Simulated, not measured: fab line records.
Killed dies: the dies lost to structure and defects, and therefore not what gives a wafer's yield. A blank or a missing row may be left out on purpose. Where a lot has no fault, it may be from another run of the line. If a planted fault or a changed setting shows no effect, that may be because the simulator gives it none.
The tool behind it: which one? || flow nand_harc || 13 lots, 39 wafers sampled, at 5 steps of a route of 1302

== WHAT EACH GAUGE READ, for each wafer ==
NHARC_A_CHANNEL_HOLE_D2_CD_MEAS_31. Usual: cd_nm reads 90.1 nm (standard deviation 0.88).
{"lot": "L140", "measured": "day 13 06:28", "on": "cd_sem-02", "cd_nm (nm)": "89.7 90.5 89.8", "flag": ""}
{"lot": "L141", "measured": "day 14 03:38", "on": "cd_sem-03", "cd_nm (nm)": "90.7 90.3 91.5", "flag": ""}
{"lot": "L143", "measured": "day 14 05:28", "on": "cd_sem-03", "cd_nm (nm)": "90.6 90.3 91.0", "flag": ""}
{"lot": "L142", "measured": "day 14 07:49", "on": "cd_sem-02", "cd_nm (nm)": "90.1 89.7 88.6", "flag": ""}
{"lot": "L147", "measured": "day 16 06:42", "on": "cd_sem-02", "cd_nm (nm)": "91.2 90.1 90.6", "flag": ""}
{"lot": "L153", "measured": "day 18 14:32", "on": "cd_sem-02", "cd_nm (nm)": "90.6 89.6 90.2", "flag": ""}
{"lot": "L155", "measured": "day 19 09:58", "on": "cd_sem-02", "cd_nm (nm)": "91.0 91.4 91.3", "flag": ""}
{"lot": "L157", "measured": "day 20 04:23", "on": "cd_sem-03", "cd_nm (nm)": "90.2 92.2 91.7", "flag": ""}
{"lot": "L156", "measured": "day 20 06:39", "on": "cd_sem-02", "cd_nm (nm)": "89.6 89.6 89.3", "flag": ""}
{"lot": "L158", "measured": "day 21 06:02", "on": "cd_sem-02", "cd_nm (nm)": "88.9 89.1 90.4", "flag": ""}
{"lot": "L160", "measured": "day 22 18:28", "on": "cd_sem-02", "cd_nm (nm)": "89.7 89.4 87.7", "flag": ""}
{"lot": "L162", "measured": "day 23 10:38", "on": "cd_sem-01", "cd_nm (nm)": "89.9 89.7 90.6", "flag": ""}
{"lot": "L163", "measured": "day 23 09:44", "on": "cd_sem-03", "cd_nm (nm)": "90.1 90.4 90.8", "flag": ""}

NHARC_END_SORT_01. Usual: killed_at_array 62, standard deviation 16; killed_at_other 0.8, standard deviation 1.1; killed_at_periphery 4, standard deviation 3.2; killed_dies 67, standard deviation 16; killed_open 3.5, standard deviation 1.9; killed_short 2.1, standard deviation 1.5.
{"lot": "L143", "measured": "day 25 06:49", "on": "prober-02", "killed_at_array": "671 672 662", "killed_at_other": "0 0 0", "killed_at_periphery": "6 5 15", "killed_dies": "677 677 677", "killed_open": "5 4 2", "killed_short": "3 6 5", "flag": "OFF"}
{"lot": "L147", "measured": "day 27 07:16", "on": "prober-02", "killed_at_array": "676 670 674", "killed_at_other": "1 2 0", "killed_at_periphery": "0 5 3", "killed_dies": "677 677 677", "killed_open": "4 3 4", "killed_short": "3 1 1", "flag": "OFF"}
{"lot": "L153", "measured": "day 29 10:23", "on": "prober-02", "killed_at_array": "665 676 671", "killed_at_other": "0 0 0", "killed_at_periphery": "12 1 6", "killed_dies": "677 677 677", "killed_open": "5 4 2", "killed_short": "2 1 0", "flag": "OFF"}

== WHICH TOOL RAN EACH LOT (tool, then ch and the chambers of the sampled wafers, then the start) ==
{"lot": "L140", "NHARC_A_CHANNEL_HOLE_D2_ETCH_22": "har_etch-02 ch 0, day 13 01:50", "NHARC_A_CHANNEL_FILL_D2_ALD_14": "ald_hk-04 ch 0,2,3, day 13 12:55", "NHARC_A_CHANNEL_FILL_D2_CVD_18": "lpcvd_poly-04 ch 0, day 14 04:34"}
{"lot": "L141", "NHARC_A_CHANNEL_HOLE_D2_ETCH_22": "har_etch-01 ch 0,1, day 13 22:57", "NHARC_A_CHANNEL_FILL_D2_ALD_14": "ald_hk-03 ch 1,2,3, day 14 11:04", "NHARC_A_CHANNEL_FILL_D2_CVD_18": "lpcvd_poly-04 ch 0, day 15 02:29"}
{"lot": "L143", "NHARC_A_CHANNEL_HOLE_D2_ETCH_22": "har_etch-02 ch 0,1, day 14 00:48", "NHARC_A_CHANNEL_FILL_D2_ALD_14": "ald_hk-01 ch 2,3, day 14 11:06", "NHARC_A_CHANNEL_FILL_D2_CVD_18": "lpcvd_poly-04 ch 0, day 15 02:29"}
{"lot": "L142", "NHARC_A_CHANNEL_HOLE_D2_ETCH_22": "har_etch-01 ch 0,1, day 14 03:25", "NHARC_A_CHANNEL_FILL_D2_ALD_14": "ald_hk-04 ch 0,1,2, day 14 15:18", "NHARC_A_CHANNEL_FILL_D2_CVD_18": "lpcvd_poly-04 ch 0, day 15 05:35"}
{"lot": "L147", "NHARC_A_CHANNEL_HOLE_D2_ETCH_22": "har_etch-02 ch 0,1, day 16 02:07", "NHARC_A_CHANNEL_FILL_D2_ALD_14": "ald_hk-01 ch 1,3, day 16 14:07", "NHARC_A_CHANNEL_FILL_D2_CVD_18": "lpcvd_poly-04 ch 0, day 17 02:09"}
{"lot": "L153", "NHARC_A_CHANNEL_HOLE_D2_ETCH_22": "har_etch-02 ch 0,1, day 18 09:55", "NHARC_A_CHANNEL_FILL_D2_ALD_14": "ald_hk-04 ch 1,2, day 18 21:57", "NHARC_A_CHANNEL_FILL_D2_CVD_18": "lpcvd_poly-03 ch 0, day 19 12:48"}
{"lot": "L155", "NHARC_A_CHANNEL_HOLE_D2_ETCH_22": "har_etch-02 ch 0,1, day 19 05:25", "NHARC_A_CHANNEL_FILL_D2_ALD_14": "ald_hk-03 ch 0,1,2, day 19 17:25", "NHARC_A_CHANNEL_FILL_D2_CVD_18": "lpcvd_poly-02 ch 0, day 20 09:14"}
{"lot": "L157", "NHARC_A_CHANNEL_HOLE_D2_ETCH_22": "har_etch-01 ch 0,1, day 19 23:44", "NHARC_A_CHANNEL_FILL_D2_ALD_14": "ald_hk-04 ch 0,1,2, day 20 11:50", "NHARC_A_CHANNEL_FILL_D2_CVD_18": "lpcvd_poly-02 ch 0, day 21 02:56"}
{"lot": "L156", "NHARC_A_CHANNEL_HOLE_D2_ETCH_22": "har_etch-02 ch 0,1, day 20 01:56", "NHARC_A_CHANNEL_FILL_D2_ALD_14": "ald_hk-01 ch 0,1, day 20 11:50", "NHARC_A_CHANNEL_FILL_D2_CVD_18": "lpcvd_poly-02 ch 0, day 21 02:56"}
{"lot": "L158", "NHARC_A_CHANNEL_HOLE_D2_ETCH_22": "har_etch-01 ch 0,1, day 21 01:32", "NHARC_A_CHANNEL_FILL_D2_ALD_14": "ald_hk-04 ch 0,1,3, day 21 13:41", "NHARC_A_CHANNEL_FILL_D2_CVD_18": "lpcvd_poly-04 ch 0, day 22 05:26"}
{"lot": "L160", "NHARC_A_CHANNEL_HOLE_D2_ETCH_22": "har_etch-01 ch 0,1, day 22 13:49", "NHARC_A_CHANNEL_FILL_D2_ALD_14": "ald_hk-03 ch 1,2, day 23 01:55", "NHARC_A_CHANNEL_FILL_D2_CVD_18": "lpcvd_poly-04 ch 0, day 23 16:47"}
{"lot": "L162", "NHARC_A_CHANNEL_HOLE_D2_ETCH_22": "har_etch-01 ch 1, day 23 02:52", "NHARC_A_CHANNEL_FILL_D2_ALD_14": "ald_hk-01 ch 1,2,3, day 23 17:11", "NHARC_A_CHANNEL_FILL_D2_CVD_18": "lpcvd_poly-03 ch 0, day 24 05:01"}
{"lot": "L163", "NHARC_A_CHANNEL_HOLE_D2_ETCH_22": "har_etch-02 ch 0,1, day 23 04:34", "NHARC_A_CHANNEL_FILL_D2_ALD_14": "ald_hk-03 ch 1,2,3, day 23 17:09", "NHARC_A_CHANNEL_FILL_D2_CVD_18": "lpcvd_poly-03 ch 0, day 24 05:01"}
- NHARC_A_CHANNEL_HOLE_D2_ETCH_22: etches the open film in C4F8/O2/Ar, time 666.7 s, target depth 1600 nm.
- NHARC_A_CHANNEL_FILL_D2_ALD_14: deposits SiO2, target thk 2.5 nm, pulse time 10 s, ald cycles 25.
- NHARC_A_CHANNEL_FILL_D2_CVD_18: deposits poly-Si, target thk 3 nm.

== AS READ BY THE TOOLS THEMSELVES (means over the sampled wafers that have a number; for cases with no such wafer, the mark the record gives instead) ==
NHARC_A_CHANNEL_HOLE_D2_ETCH_22. Usual: drypump_motor_current_A 5.85 A, standard deviation 0.12; oes_air_line_au 0.998 a.u., standard deviation 0.022; showerhead_plenum_p_Torr 3.69 Torr, standard deviation 0.16; throttle_valve_pct 32.154 %, standard deviation 0.0099.
{"lot": "L140", "tool": "har_etch-02", "drypump_motor_current_A (A)": 5.89, "oes_air_line_au (a.u.)": 1.015, "showerhead_plenum_p_Torr (Torr)": 3.40, "throttle_valve_pct (%)": 32.150, "flag": ""}
{"lot": "L141", "tool": "har_etch-01", "drypump_motor_current_A (A)": 5.91, "oes_air_line_au (a.u.)": 1.012, "showerhead_plenum_p_Torr (Torr)": 3.62, "throttle_valve_pct (%)": 32.160, "flag": ""}
{"lot": "L143", "tool": "har_etch-02", "drypump_motor_current_A (A)": 5.71, "oes_air_line_au (a.u.)": 1.000, "showerhead_plenum_p_Torr (Torr)": 3.75, "throttle_valve_pct (%)": 32.154, "flag": ""}
{"lot": "L142", "tool": "har_etch-01", "drypump_motor_current_A (A)": 5.88, "oes_air_line_au (a.u.)": 1.001, "showerhead_plenum_p_Torr (Torr)": 3.65, "throttle_valve_pct (%)": 32.159, "flag": ""}
{"lot": "L147", "tool": "har_etch-02", "drypump_motor_current_A (A)": 5.73, "oes_air_line_au (a.u.)": 1.003, "showerhead_plenum_p_Torr (Torr)": 3.91, "throttle_valve_pct (%)": 32.153, "flag": ""}
{"lot": "L153", "tool": "har_etch-02", "drypump_motor_current_A (A)": 5.73, "oes_air_line_au (a.u.)": 1.015, "showerhead_plenum_p_Torr (Torr)": 3.90, "throttle_valve_pct (%)": 32.152, "flag": ""}
{"lot": "L155", "tool": "har_etch-02", "drypump_motor_current_A (A)": 5.81, "oes_air_line_au (a.u.)": 0.999, "showerhead_plenum_p_Torr (Torr)": 3.90, "throttle_valve_pct (%)": 32.159, "flag": ""}
{"lot": "L157", "tool": "har_etch-01", "drypump_motor_current_A (A)": 5.87, "oes_air_line_au (a.u.)": 1.007, "showerhead_plenum_p_Torr (Torr)": 3.61, "throttle_valve_pct (%)": 32.154, "flag": ""}
{"lot": "L156", "tool": "har_etch-02", "drypump_motor_current_A (A)": 5.84, "oes_air_line_au (a.u.)": 1.003, "showerhead_plenum_p_Torr (Torr)": 3.89, "throttle_valve_pct (%)": 32.143, "flag": ""}
{"lot": "L158", "tool": "har_etch-01", "drypump_motor_current_A (A)": 5.86, "oes_air_line_au (a.u.)": 1.004, "showerhead_plenum_p_Torr (Torr)": 3.60, "throttle_valve_pct (%)": 32.154, "flag": ""}
{"lot": "L160", "tool": "har_etch-01", "drypump_motor_current_A (A)": 5.87, "oes_air_line_au (a.u.)": 0.989, "showerhead_plenum_p_Torr (Torr)": 3.59, "throttle_valve_pct (%)": 32.143, "flag": ""}
{"lot": "L162", "tool": "har_etch-01", "drypump_motor_current_A (A)": 5.96, "oes_air_line_au (a.u.)": 1.006, "showerhead_plenum_p_Torr (Torr)": 3.51, "throttle_valve_pct (%)": 32.145, "flag": ""}
{"lot": "L163", "tool": "har_etch-02", "drypump_motor_current_A (A)": 5.71, "oes_air_line_au (a.u.)": 0.993, "showerhead_plenum_p_Torr (Torr)": 3.86, "throttle_valve_pct (%)": 32.154, "flag": ""}

NHARC_A_CHANNEL_FILL_D2_ALD_14. Usual: heater_power_w 487 W, standard deviation 55; precursor_pulse_height_rel 1.000, standard deviation 0.019.
{"lot": "L140", "tool": "ald_hk-04", "heater_power_w (W)": 519, "precursor_pulse_height_rel": 0.993, "flag": ""}
{"lot": "L141", "tool": "ald_hk-03", "heater_power_w (W)": 460, "precursor_pulse_height_rel": 0.998, "flag": ""}
{"lot": "L143", "tool": "ald_hk-01", "heater_power_w (W)": 443, "precursor_pulse_height_rel": 1.004, "flag": ""}
{"lot": "L142", "tool": "ald_hk-04", "heater_power_w (W)": 538, "precursor_pulse_height_rel": 0.990, "flag": ""}
{"lot": "L147", "tool": "ald_hk-01", "heater_power_w (W)": 418, "precursor_pulse_height_rel": 1.006, "flag": ""}
{"lot": "L153", "tool": "ald_hk-04", "heater_power_w (W)": 544, "precursor_pulse_height_rel": 0.993, "flag": ""}
{"lot": "L155", "tool": "ald_hk-03", "heater_power_w (W)": 470, "precursor_pulse_height_rel": 0.988, "flag": ""}
{"lot": "L157", "tool": "ald_hk-04", "heater_power_w (W)": 522, "precursor_pulse_height_rel": 0.989, "flag": ""}
{"lot": "L156", "tool": "ald_hk-01", "heater_power_w (W)": 469, "precursor_pulse_height_rel": 0.983, "flag": ""}
{"lot": "L158", "tool": "ald_hk-04", "heater_power_w (W)": 481, "precursor_pulse_height_rel": 1.006, "flag": ""}
{"lot": "L160", "tool": "ald_hk-03", "heater_power_w (W)": 452, "precursor_pulse_height_rel": 0.986, "flag": ""}
{"lot": "L162", "tool": "ald_hk-01", "heater_power_w (W)": 437, "precursor_pulse_height_rel": 1.001, "flag": ""}
{"lot": "L163", "tool": "ald_hk-03", "heater_power_w (W)": 475, "precursor_pulse_height_rel": 0.999, "flag": ""}

NHARC_A_CHANNEL_FILL_D2_CVD_18. Usual: spike_tc_centre_C reads 550.4 C (standard deviation 1.5).
{"lot": "L140", "tool": "lpcvd_poly-04", "spike_tc_centre_C (C)": 548.9, "flag": ""}
{"lot": "L141", "tool": "lpcvd_poly-04", "spike_tc_centre_C (C)": 550.0, "flag": ""}
{"lot": "L143", "tool": "lpcvd_poly-04", "spike_tc_centre_C (C)": 549.8, "flag": ""}
{"lot": "L142", "tool": "lpcvd_poly-04", "spike_tc_centre_C (C)": 549.7, "flag": ""}
{"lot": "L147", "tool": "lpcvd_poly-04", "spike_tc_centre_C (C)": 549.1, "flag": ""}
{"lot": "L153", "tool": "lpcvd_poly-03", "spike_tc_centre_C (C)": 549.4, "flag": ""}
{"lot": "L155", "tool": "lpcvd_poly-02", "spike_tc_centre_C (C)": 552.8, "flag": ""}
{"lot": "L157", "tool": "lpcvd_poly-02", "spike_tc_centre_C (C)": 552.2, "flag": ""}
{"lot": "L156", "tool": "lpcvd_poly-02", "spike_tc_centre_C (C)": 551.9, "flag": ""}
{"lot": "L158", "tool": "lpcvd_poly-04", "spike_tc_centre_C (C)": 550.3, "flag": ""}
{"lot": "L160", "tool": "lpcvd_poly-04", "spike_tc_centre_C (C)": 551.0, "flag": ""}
{"lot": "L162", "tool": "lpcvd_poly-03", "spike_tc_centre_C (C)": 550.4, "flag": ""}
{"lot": "L163", "tool": "lpcvd_poly-03", "spike_tc_centre_C (C)": 550.0, "flag": ""}

== THE ANSWER, worked out from the rows above alone ==
Rule: a lot counts as off when the mean over its wafers that have a number is more than 3 standard deviations away from the usual mean. Also off: a lot with no number at a reading for which 4 or more lots have one. Where the step has rows for the other lots, those lots are counted as sound. First the gauges in route order, then the tools' own readings, where a lot's mean is used as printed above. At the first step where some lot is off, the reading lying furthest off is the one used; lots without a number count as furthest.
Off: L143, L147, L153 (NHARC_END_SORT_01, killed_at_array). Neither off nor sound, because the step has no rows for them: L140, L141, L142, L155, L157, L156, L158, L160, L162, L163.
A tool fits if, at a process step before that reading, it ran every lot that is off, and no sound lot after the first of them. The gauges at NHARC_END_SORT_01 are tried like those tools. This does not decide it: 2 tools fit, namely har_etch-02 at NHARC_A_CHANNEL_HOLE_D2_ETCH_22 and prober-02 at NHARC_END_SORT_01.

== WHAT THE SIMULATOR HAD INSERTED ==
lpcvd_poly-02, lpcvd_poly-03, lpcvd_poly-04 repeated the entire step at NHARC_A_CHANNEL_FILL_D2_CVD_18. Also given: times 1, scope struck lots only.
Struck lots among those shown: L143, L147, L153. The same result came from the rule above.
